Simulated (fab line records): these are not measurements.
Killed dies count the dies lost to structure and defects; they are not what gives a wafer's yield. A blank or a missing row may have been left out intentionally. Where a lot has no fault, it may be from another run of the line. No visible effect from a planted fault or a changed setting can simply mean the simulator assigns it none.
fab line records | flow nandHarc
record lots=24 wafers=72 lastDay=34
route steps=1302 shown A_CONTACT@983
lots with no fault: from the same line, run without faults
startH: start of the lot's first displayed wafer, in hours after the record's first day | waitH: how many hours have passed since the lot's step before this one | " same as the row above | L1.1+2: one row covering several wafers at once | - no value, or no start given | * or withheld: withheld | < > ~ a bound
route shown NAME@n: NAME is a module with steps in the file, n the number in the route of the first one | usual: average and standard deviation across the fault-free wafers | same: alike in all rows | chamber/n: place in a boat | sites: each site's reading | _std_site: the values' standard deviation | _edge_site: inner sites' mean taken away from outer sites' mean | radiusMm: for every site, how far away it sits from the centre of the wafer | mask NAME#n: copy n | behind: the most recent tool/chamber to have shaped the wafer | hold: what put the lot on hold/how long, in hours/how the hold closed | device: the transistor (n, p or np) that didn't switch | end of line: tests of these same wafers at the route's end | a step given without rows: its recipe and nothing more | killed: dies that structure and defects cost at the first sort, which is not the same as the wafer's yield | map: a wafer's dies, x killed, . not, _ none there
set.NAME: the setting that was run; set.NAME@STEP: the one run at that earlier step | model.NAME: the simulator's own value behind a step, which no gauge read
route steps across a sampled set of lots; one table per step, one row per wafer
services: a tool's chamber out of use, with start hour (startH, from the record's first day; less than 0 if before it), hours out, and reason
## steps
# step NHARC_A_CONTACT_DEP_24
# recipe targetThkA=5000 tempC=400 pressureTorr=6.5 rfW=900 teosFlowSccm=161.4 flowSccm=2650 targetThkNm=500 gas=O2 material=SiO2
# usual heaterPowerOuterW=287/95 heaterPowerW=514/120 susceptorTempC=400.02/0.21 throttleValvePct=16.0/0.52
# columns lot.wafer tool chamber startH waitH heaterPowerOuterW heaterPowerW susceptorTempC throttleValvePct
L076.2 pecvd-03 0 497.55 0.1 254 473 399.98 16.1
L076.1 " 2 " " 142 288 399.77 15.5
L076.5 " 1 " " 327 583 400.03 16.6
L075.2 pecvd-02 2 497.60 0.1 250 523 399.93 16.5
L075.3 " 0 " " 242 445 399.91 15.6
L075.5 " 1 " " 310 551 400.14 15.3
L074.3 pecvd-02 0 502.48 0.1 241 440 400.04 15.7
L074.4 " 0 " " 247 449 399.69 15.6
L074.5 " 2 " " 208 471 399.78 16.6
L078.2 pecvd-03 1 508.30 0.1 372 644 400.11 16.4
L078.1 " 2 " " 229 409 399.85 15.4
L078.4 " 2 " " 142 287 399.83 15.7
L077.2 pecvd-04 2 508.37 0.1 223 424 399.65 16.5
L077.6 " 2 " " 237 437 399.51 16.7
L077.4 " 0 " " 330 589 399.93 15.8
L080.2 pecvd-04 0 518.55 0.1 328 614 400.19 16.3
L080.1 " 1 " " 404 594 399.99 15.6
L080.4 " 2 " " 244 446 400.03 16.5
L079.2 pecvd-02 1 529.54 0.1 336 611 399.89 15.4
L079.5 " 1 " " 238 458 400.25 15.3
L079.6 " 2 " " 227 482 400.19 16.7
L084.3 pecvd-04 2 568.39 0.1 162 339 400.07 16.5
L084.1 " 0 " " 388 657 400.40 16.2
L084.5 " 0 " " 411 694 400.37 16.3
L082.1 pecvd-03 1 571.74 0.1 343 597 400.33 16.2
L082.5 " 0 " " 242 430 400.28 15.6
L082.6 " 1 " " 369 635 400.29 16.3
L083.1 pecvd-04 2 576.68 0.1 250 438 400.02 16.4
L083.3 " 0 " " 423 703 399.74 16.4
L083.4 " 1 " " 491 745 399.63 16.1
L081.1 pecvd-02 1 576.69 0.1 261 504 400.09 15.4
L081.2 " 2 " " 250 507 400.01 16.7
L081.4 " 1 " " 291 534 400.03 15.5
L085.3 pecvd-04 0 590.81 0.3 453 733 399.76 16.1
L085.4 " 2 " " 232 431 400.13 16.6
L085.5 " 0 " " 459 786 400.08 16.0
L086.1 pecvd-04 0 593.41 0.1 412 702 400.19 16.3
L086.6 " 0 " " 426 708 399.93 16.3
L086.5 " 2 " " 247 451 399.95 16.7
L088.1 pecvd-02 2 615.52 0.2 234 505 399.74 16.2
L088.4 " 1 " " 233 457 400.05 14.8
L088.6 " 1 " " 259 486 400.02 15.1
L089.2 pecvd-04 1 622.92 0.1 497 731 400.05 16.2
L089.3 " 2 " " 248 451 400.10 16.7
L089.6 " 2 " " 158 324 399.97 16.7
L087.1 pecvd-02 1 628.31 0.2 253 468 400.10 14.7
L087.6 " 2 " " 198 442 399.96 16.5
L087.4 " 1 " " 280 526 400.22 15.0
L091.3 pecvd-03 2 640.45 0.1 186 369 399.83 15.5
L091.1 " 0 " " 201 380 400.11 15.7
L091.2 " 1 " " 395 669 399.58 16.1
L090.3 pecvd-04 1 644.30 0.1 522 769 400.02 15.7
L090.1 " 2 " " 172 366 400.44 17.0
L090.6 " 0 " " 404 677 399.88 16.6
L092.3 pecvd-03 2 648.87 0.1 184 356 399.97 15.7
L092.6 " 2 " " 200 377 399.49 15.5
L092.4 " 1 " " 304 547 400.23 15.9
L094.1 pecvd-03 2 661.91 0.1 178 354 400.02 15.8
L094.3 " 0 " " 256 447 399.85 15.8
L094.4 " 0 " " 261 467 400.18 15.7
L093.2 pecvd-02 1 662.14 0.3 345 599 399.87 15.1
L093.4 " 2 " " 224 501 399.99 16.5
L093.5 " 0 " " 230 452 400.20 15.9
L097.1 pecvd-02 1 700.09 0.1 250 482 400.16 15.0
L097.2 " 0 " " 268 496 400.00 16.1
L097.5 " 0 " " 274 518 399.89 16.1
L096.1 pecvd-02 2 704.56 0.1 244 518 399.90 16.7
L096.3 " 0 " " 266 498 399.97 15.9
L096.6 " 1 " " 226 461 400.38 15.2
L095.3 pecvd-03 1 718.48 0.1 392 657 400.18 16.2
L095.6 " 2 " " 208 386 400.18 16.0
L095.4 " 0 " " 226 401 399.76 16.1
# step NHARC_A_CONTACT_CD_MEAS_42
# recipe targetCdNm=300 landingEnergyEv=500
# usual cdNm=300.0/0.73
# same landingEnergyEv=500
# columns lot.wafer tool chamber startH waitH cdNm
L076.1 cdSem-01 0 502.94 - 301.5
L076.2 " 0 " " 300.1
L076.5 " 0 " " 300.5
L075.2 cdSem-03 0 503.23 - 300.3
L075.3 " 0 " " 300.5
L075.5 " 0 " " 301.2
L074.3 cdSem-01 0 509.17 - 299.7
L074.4 " 0 " " 299.7
L074.5 " 0 " " 300.3
L077.2 cdSem-03 0 513.81 - 299.6
L077.4 " 0 " " 299.5
L077.6 " 0 " " 299.8
L078.1 cdSem-01 0 513.99 - 300.8
L078.2 " 0 " " 300.0
L078.4 " 0 " " 300.5
L080.1 cdSem-01 0 524.61 - 299.9
L080.2 " 0 " " 299.1
L080.4 " 0 " " 299.1
L079.2 cdSem-02 0 535.08 - 300.7
L079.5 " 0 " " 301.6
L079.6 " 0 " " 301.4
L084.1 cdSem-03 0 573.91 - 299.2
L084.3 " 0 " " 299.6
L084.5 " 0 " " 299.0
L082.1 cdSem-02 0 577.22 - 299.9
L082.5 " 0 " " 300.0
L082.6 " 0 " " 299.8
L081.1 cdSem-01 0 584.07 - 299.5
L081.2 " 0 " " 299.2
L081.4 " 0 " " 299.2
L083.1 cdSem-01 0 584.60 - 299.4
L083.3 " 0 " " 299.3
L083.4 " 0 " " 299.8
L085.3 cdSem-03 0 596.38 - 299.8
L085.4 " 0 " " 299.2
L085.5 " 0 " " 299.0
L086.1 cdSem-01 0 600.41 - 300.7
L086.5 " 0 " " 300.2
L086.6 " 0 " " 300.4
L088.1 cdSem-03 0 623.82 - 300.0
L088.4 " 0 " " 299.7
L088.6 " 0 " " 299.9
L089.2 cdSem-01 0 628.46 - 299.1
L089.3 " 0 " " 299.2
L089.6 " 0 " " 299.9
L087.1 cdSem-02 0 634.46 - 299.1
L087.4 " 0 " " 299.2
L087.6 " 0 " " 298.5
L091.1 cdSem-03 0 646.92 - 299.8
L091.2 " 0 " " 299.9
L091.3 " 0 " " 300.0
L090.1 cdSem-01 0 649.93 - 301.2
L090.3 " 0 " " 300.7
L090.6 " 0 " " 300.8
L092.3 cdSem-03 0 654.45 - 299.1
L092.4 " 0 " " 299.8
L092.6 " 0 " " 298.9
L094.1 cdSem-03 0 668.86 - 299.5
L094.3 " 0 " " 300.0
L094.4 " 0 " " 299.7
L093.2 cdSem-03 0 670.14 - 301.0
L093.4 " 0 " " 300.8
L093.5 " 0 " " 300.4
L097.1 cdSem-03 0 705.59 - 299.5
L097.2 " 0 " " 299.7
L097.5 " 0 " " 299.6
L096.1 cdSem-03 0 711.21 - 299.9
L096.3 " 0 " " 300.6
L096.6 " 0 " " 300.5
L095.3 cdSem-03 0 723.93 - 299.0
L095.4 " 0 " " 300.1
L095.6 " 0 " " 298.6
# step NHARC_A_CONTACT_ETCH_112
# recipe sourceW=withheld pressureMtorr=20 biasV=3000 timeS=190 targetDepthA=18500 arFlowSccm=withheld c4f8FlowSccm=withheld o2FlowSccm=withheld chemistry=C4F8/O2/Ar
# usual chamberPressureMTorr=20.002/0.018
# columns lot.wafer tool chamber startH waitH chamberPressureMTorr rfHoursCounterH
L075.2 harCapEtch-02 1 505.46 0.2 20.021 83
L075.3 " 1 " " 20.007 -
L075.5 " 0 " " 19.992 -
L076.1 harCapEtch-03 1 505.51 0.2 20.025 37
L076.2 " 0 " " 19.994 37
L076.5 " 1 " " 20.013 -
L074.3 harCapEtch-02 1 511.44 0.2 19.979 -
L074.4 " 0 " " 20.007 -
L074.5 " 1 " " 19.982 -
L077.2 harCapEtch-01 1 516.00 0.2 20.006 0
L077.4 " 1 " " 19.993 -
L077.6 " 1 " " 19.982 -
L078.1 harCapEtch-03 1 516.26 0.2 20.011 40
L078.2 " 0 " " 19.978 40
L078.4 " 1 " " 19.995 -
L080.1 harCapEtch-03 0 528.31 0.2 19.994 44
L080.2 " 1 " " 20.036 44
L080.4 " 0 " " 19.994 -
L079.2 harCapEtch-02 1 537.28 0.2 20.014 95
L079.5 " 1 " " 20.005 -
L079.6 " 0 " " 20.026 -
L084.1 harCapEtch-03 0 576.14 0.2 19.994 49
L084.3 " 0 " " 19.995 -
L084.5 " 0 " " 19.978 -
L082.1 harCapEtch-02 1 579.82 0.2 19.995 98
L082.5 " 0 " " 19.999 -
L082.6 " 1 " " 19.990 -
L081.1 harCapEtch-03 0 586.65 0.2 20.007 52
L081.2 " 1 " " 20.019 52
L081.4 " 1 " " 19.989 -
L083.1 harCapEtch-02 0 586.92 0.2 19.989 100
L083.3 " 0 " " 20.023 -
L083.4 " 1 " " 20.004 -
L085.3 harCapEtch-03 0 599.00 0.2 20.018 -
L085.4 " 1 " " 20.040 -
L085.5 " 0 " " 19.976 -
L086.1 harCapEtch-01 0 602.71 0.2 20.003 17
L086.5 " 1 " " 20.017 -
L086.6 " 0 " " 20.025 -
L088.1 harCapEtch-03 1 626.03 0.2 20.031 61
L088.4 " 0 " " 20.010 -
L088.6 " 1 " " 19.995 -
L089.2 harCapEtch-02 1 630.76 0.2 19.986 109
L089.3 " 1 " " 19.985 -
L089.6 " 0 " " 20.005 -
L087.1 harCapEtch-03 0 636.67 0.2 19.991 63
L087.4 " 0 " " 19.997 -
L087.6 " 1 " " 19.988 -
L091.2 harCapEtch-02 1 649.12 0.2 19.974 113
L091.1 " 0 " " 19.990 113
L091.3 " 1 " " 20.001 -
L090.1 harCapEtch-03 1 652.29 0.2 19.990 67
L090.3 " 0 " " 20.028 -
L090.6 " 0 " " 20.019 -
L092.3 harCapEtch-01 1 656.71 0.2 19.989 -
L092.4 " 0 " " 19.995 -
L092.6 " 0 " " 19.987 -
L094.1 harCapEtch-02 1 671.10 0.2 20.025 118
L094.4 " 0 " " 20.001 -
L094.3 " 1 " " 19.995 -
L093.2 harCapEtch-01 0 672.37 0.2 20.042 31
L093.4 " 1 " " 20.009 -
L093.5 " 1 " " 20.024 -
L097.1 harCapEtch-03 0 707.89 0.2 20.011 75
L097.2 " 1 " " 19.983 75
L097.5 " 1 " " 20.016 -
L096.1 harCapEtch-02 1 713.52 0.2 20.009 123
L096.3 " 0 " " 20.008 -
L096.6 " 0 " " 19.999 -
L095.4 harCapEtch-02 1 726.19 0.2 19.976 -
L095.3 " 0 " " 20.008 -
L095.6 " 0 " " 20.045 -
# step NHARC_A_CONTACT_ETCH_113
# recipe sourceW=withheld pressureMtorr=20 biasV=3000 timeS=190 targetDepthA=18500 arFlowSccm=withheld c4f8FlowSccm=withheld o2FlowSccm=withheld chemistry=C4F8/O2/Ar
# usual chamberPressureMTorr=20.001/0.018
# columns lot.wafer tool chamber startH waitH chamberPressureMTorr rfHoursCounterH
L075.2 harCapEtch-02 1 505.63 0.1 20.030 83
L075.3 " 1 " " 19.996 -
L075.5 " 0 " " 19.975 -
L076.1 harCapEtch-03 1 505.68 0.1 19.999 38
L076.2 " 0 " " 19.981 38
L076.5 " 1 " " 19.992 -
L074.3 harCapEtch-02 1 511.61 0.1 19.986 -
L074.4 " 0 " " 19.993 -
L074.5 " 1 " " 20.013 -
L077.2 harCapEtch-01 1 516.17 0.1 20.007 0
L077.4 " 1 " " 19.967 -
L077.6 " 1 " " 20.013 -
L078.1 harCapEtch-03 1 516.44 0.1 20.002 40
L078.2 " 0 " " 19.975 40
L078.4 " 1 " " 20.036 -
L080.1 harCapEtch-03 0 528.48 0.1 19.984 44
L080.2 " 1 " " 19.977 44
L080.4 " 0 " " 20.002 -
L079.2 harCapEtch-02 1 537.46 0.1 20.019 95
L079.5 " 1 " " 19.982 -
L079.6 " 0 " " 19.981 -
L084.1 harCapEtch-03 0 576.31 0.1 20.004 49
L084.3 " 0 " " 20.033 -
L084.5 " 0 " " 19.989 -
L082.1 harCapEtch-02 1 579.99 0.1 20.039 98
L082.5 " 0 " " 20.024 -
L082.6 " 1 " " 19.983 -
L081.1 harCapEtch-03 0 586.82 0.1 19.975 52
L081.2 " 1 " " 19.981 52
L081.4 " 1 " " 19.978 -
L083.1 harCapEtch-02 0 587.14 0.2 20.008 101
L083.3 " 0 " " 19.992 -
L083.4 " 1 " " 19.993 -
L085.3 harCapEtch-03 0 599.18 0.1 20.003 -
L085.4 " 1 " " 20.019 -
L085.5 " 0 " " 19.968 -
L086.1 harCapEtch-01 0 602.87 0.1 19.983 17
L086.5 " 1 " " 19.984 -
L086.6 " 0 " " 19.990 -
L088.1 harCapEtch-03 1 626.20 0.1 19.978 61
L088.4 " 0 " " 20.026 -
L088.6 " 1 " " 20.021 -
L089.2 harCapEtch-02 1 630.99 0.2 20.014 109
L089.3 " 1 " " 20.007 -
L089.6 " 0 " " 20.010 -
L087.1 harCapEtch-03 0 636.84 0.1 20.050 63
L087.4 " 0 " " 19.999 -
L087.6 " 1 " " 20.009 -
L091.2 harCapEtch-02 1 649.29 0.1 20.019 113
L091.1 " 0 " " 20.019 113
L091.3 " 1 " " 19.981 -
L090.1 harCapEtch-03 1 652.46 0.1 19.993 67
L090.3 " 0 " " 19.984 -
L090.6 " 0 " " 20.025 -
L092.3 harCapEtch-01 1 656.88 0.1 20.044 -
L092.4 " 0 " " 19.965 -
L092.6 " 0 " " 20.009 -
L094.1 harCapEtch-02 1 671.27 0.1 19.997 118
L094.4 " 0 " " 19.978 -
L094.3 " 1 " " 20.005 -
L093.2 harCapEtch-01 0 672.54 0.1 20.014 31
L093.4 " 1 " " 19.987 -
L093.5 " 1 " " 20.031 -
L097.1 harCapEtch-03 0 708.12 0.2 19.980 76
L097.2 " 1 " " 20.004 76
L097.5 " 1 " " 20.028 -
L096.1 harCapEtch-02 1 713.69 0.1 20.038 123
L096.3 " 0 " " 20.025 -
L096.6 " 0 " " 20.053 -
L095.4 harCapEtch-02 1 726.36 0.1 19.998 -
L095.3 " 0 " " 20.001 -
L095.6 " 0 " " 19.980 -
# step NHARC_A_CONTACT_ETCH_117
# recipe sourceW=withheld pressureMtorr=20 biasV=3000 timeS=190 targetDepthA=18500 arFlowSccm=withheld c4f8FlowSccm=withheld o2FlowSccm=withheld chemistry=C4F8/O2/Ar
# usual chamberPressureMTorr=20.001/0.019
# columns lot.wafer tool chamber startH waitH chamberPressureMTorr rfHoursCounterH
L075.2 harCapEtch-02 1 506.31 0.1 20.011 84
L075.3 " 1 " " 20.012 -
L075.5 " 0 " " 20.026 -
L076.1 harCapEtch-03 1 506.36 0.1 19.995 38
L076.2 " 0 " " 20.008 38
L076.5 " 1 " " 20.002 -
L074.3 harCapEtch-02 1 512.29 0.1 20.003 -
L074.4 " 0 " " 19.969 -
L074.5 " 1 " " 19.998 -
L077.2 harCapEtch-01 1 516.86 0.1 19.998 1
L077.4 " 1 " " 19.980 -
L077.6 " 1 " " 20.029 -
L078.1 harCapEtch-03 1 517.12 0.1 20.017 41
L078.2 " 0 " " 20.002 41
L078.4 " 1 " " 19.994 -
L080.1 harCapEtch-03 0 529.16 0.1 19.978 45
L080.2 " 1 " " 19.980 45
L080.4 " 0 " " 20.022 -
L079.2 harCapEtch-02 1 538.14 0.1 19.976 95
L079.5 " 1 " " 20.007 -
L079.6 " 0 " " 19.962 -
L084.1 harCapEtch-03 0 576.99 0.1 19.980 50
L084.3 " 0 " " 19.993 -
L084.5 " 0 " " 20.013 -
L082.1 harCapEtch-02 1 580.68 0.1 19.999 99
L082.5 " 0 " " 19.942 -
L082.6 " 1 " " 20.005 -
L081.1 harCapEtch-03 0 587.51 0.1 19.999 52
L081.2 " 1 " " 19.997 52
L081.4 " 1 " " 20.010 -
L083.1 harCapEtch-02 0 588.05 0.2 20.026 101
L083.3 " 0 " " 19.997 -
L083.4 " 1 " " 19.984 -
L085.3 harCapEtch-03 0 599.86 0.1 20.044 -
L085.4 " 1 " " 20.001 -
L085.5 " 0 " " 19.981 -
L086.1 harCapEtch-01 0 603.56 0.1 20.006 17
L086.5 " 1 " " 20.033 -
L086.6 " 0 " " 20.021 -
L088.1 harCapEtch-03 1 626.88 0.1 19.989 61
L088.4 " 0 " " 20.016 -
L088.6 " 1 " " 19.995 -
L089.2 harCapEtch-02 1 631.90 0.2 20.030 109
L089.3 " 1 " " 19.982 -
L089.6 " 0 " " 19.999 -
L087.1 harCapEtch-03 0 637.52 0.1 20.016 64
L087.4 " 0 " " 20.006 -
L087.6 " 1 " " 19.988 -
L091.2 harCapEtch-02 1 649.97 0.1 20.007 113
L091.1 " 0 " " 19.996 113
L091.3 " 1 " " 19.996 -
L090.1 harCapEtch-03 1 653.14 0.1 19.972 68
L090.3 " 0 " " 20.026 -
L090.6 " 0 " " 19.984 -
L092.3 harCapEtch-01 1 657.56 0.1 20.011 -
L092.4 " 0 " " 20.007 -
L092.6 " 0 " " 20.011 -
L094.1 harCapEtch-02 1 671.95 0.1 19.980 119
L094.4 " 0 " " 20.034 -
L094.3 " 1 " " 19.995 -
L093.2 harCapEtch-01 0 673.22 0.1 20.022 31
L093.4 " 1 " " 19.983 -
L093.5 " 1 " " 19.984 -
L097.1 harCapEtch-03 0 709.03 0.2 20.000 76
L097.2 " 1 " " 19.998 76
L097.5 " 1 " " 20.011 -
L096.1 harCapEtch-02 1 714.37 0.1 20.039 124
L096.3 " 0 " " 20.006 -
L096.6 " 0 " " 20.013 -
L095.4 harCapEtch-02 1 727.04 0.1 20.037 -
L095.3 " 0 " " 19.998 -
L095.6 " 0 " " 19.994 -
# step NHARC_A_CONTACT_ETCH_122
# recipe sourceW=withheld pressureMtorr=20 biasV=3000 timeS=190 targetDepthA=18500 arFlowSccm=withheld c4f8FlowSccm=withheld o2FlowSccm=withheld chemistry=C4F8/O2/Ar
# usual chamberPressureMTorr=20.000/0.018
# columns lot.wafer tool chamber startH waitH chamberPressureMTorr rfHoursCounterH
L075.2 harCapEtch-02 1 507.17 0.1 19.994 85
L075.3 " 1 " " 19.997 -
L075.5 " 0 " " 19.983 -
L076.1 harCapEtch-03 1 507.22 0.1 19.996 39
L076.2 " 0 " " 20.012 39
L076.5 " 1 " " 19.987 -
L074.3 harCapEtch-02 1 513.15 0.1 19.967 -
L074.4 " 0 " " 20.017 -
L074.5 " 1 " " 20.015 -
L077.2 harCapEtch-01 1 517.71 0.1 20.032 2
L077.4 " 1 " " 20.012 -
L077.6 " 1 " " 20.020 -
L078.1 harCapEtch-03 1 517.96 0.1 20.014 41
L078.2 " 0 " " 20.009 41
L078.4 " 1 " " 20.002 -
L080.1 harCapEtch-03 0 530.01 0.1 19.999 45
L080.2 " 1 " " 20.022 45
L080.4 " 0 " " 20.023 -
L079.2 harCapEtch-02 1 539.00 0.1 19.990 96
L079.5 " 1 " " 19.997 -
L079.6 " 0 " " 20.012 -
L084.1 harCapEtch-03 0 577.84 0.1 20.012 51
L084.3 " 0 " " 19.960 -
L084.5 " 0 " " 19.998 -
L082.1 harCapEtch-02 1 581.52 0.1 19.974 100
L082.5 " 0 " " 19.995 -
L082.6 " 1 " " 20.013 -
L081.1 harCapEtch-03 0 588.36 0.1 20.030 53
L081.2 " 1 " " 20.020 53
L081.4 " 1 " " 19.992 -
L083.1 harCapEtch-02 0 589.19 0.2 20.000 102
L083.3 " 0 " " 19.984 -
L083.4 " 1 " " 20.010 -
L085.3 harCapEtch-03 0 600.72 0.1 19.991 -
L085.4 " 1 " " 19.979 -
L085.5 " 0 " " 19.990 -
L086.1 harCapEtch-01 0 604.41 0.1 19.981 18
L086.5 " 1 " " 19.985 -
L086.6 " 0 " " 20.010 -
L088.1 harCapEtch-03 1 627.73 0.1 20.015 62
L088.4 " 0 " " 19.957 -
L088.6 " 1 " " 19.977 -
L089.2 harCapEtch-02 1 633.04 0.2 20.000 110
L089.3 " 1 " " 19.985 -
L089.6 " 0 " " 20.002 -
L087.1 harCapEtch-03 0 638.38 0.1 20.009 64
L087.4 " 0 " " 20.026 -
L087.6 " 1 " " 20.004 -
L091.2 harCapEtch-02 1 650.82 0.1 20.025 114
L091.1 " 0 " " 20.004 114
L091.3 " 1 " " 19.960 -
L090.1 harCapEtch-03 1 653.99 0.1 19.983 68
L090.3 " 0 " " 20.013 -
L090.6 " 0 " " 20.009 -
L092.3 harCapEtch-01 1 658.41 0.1 19.989 -
L092.4 " 0 " " 19.992 -
L092.6 " 0 " " 20.020 -
L094.1 harCapEtch-02 1 672.80 0.1 19.991 120
L094.4 " 0 " " 19.971 -
L094.3 " 1 " " 19.972 -
L093.2 harCapEtch-01 0 674.07 0.1 19.979 32
L093.4 " 1 " " 20.021 -
L093.5 " 1 " " 19.981 -
L097.1 harCapEtch-03 0 710.16 0.2 19.988 77
L097.2 " 1 " " 20.014 77
L097.5 " 1 " " 20.018 -
L096.1 harCapEtch-02 1 715.23 0.1 20.013 125
L096.3 " 0 " " 20.008 -
L096.6 " 0 " " 19.974 -
L095.4 harCapEtch-02 1 727.89 0.1 20.015 -
L095.3 " 0 " " 20.015 -
L095.6 " 0 " " 20.005 -
## services
# columns tool chamber startH hours kind
harCapEtch-01 - 498.07 17.0 pm
harCapEtch-01 0 498.07 17.0 ventCycle
harCapEtch-01 1 498.07 17.0 ventCycle
pecvd-04 - 511.54 0.3 repair
harCapEtch-01 0 515.07 - clean
harCapEtch-01 1 515.07 - clean
harCapEtch-03 - 531.50 0.2 repair
pecvd-03 - 547.14 13.0 pm
pecvd-02 - 589.30 13.0 pm
pecvd-02 0 589.30 29.5 ventCycle
pecvd-02 1 589.30 13.0 ventCycle
pecvd-02 2 589.30 13.0 ventCycle
pecvd-04 2 599.65 8.6 repair
pecvd-02 1 602.30 - clean
pecvd-02 2 602.30 - clean
pecvd-03 - 607.19 0.6 repair
pecvd-04 - 631.14 13.0 pm
pecvd-04 0 631.14 13.0 ventCycle
pecvd-04 1 631.14 13.0 ventCycle
pecvd-04 2 631.14 13.0 ventCycle
pecvd-04 0 644.14 - clean
pecvd-04 1 644.14 - clean
pecvd-04 2 644.14 - clean
pecvd-02 - 711.32 10.2 repair
## key
fault none
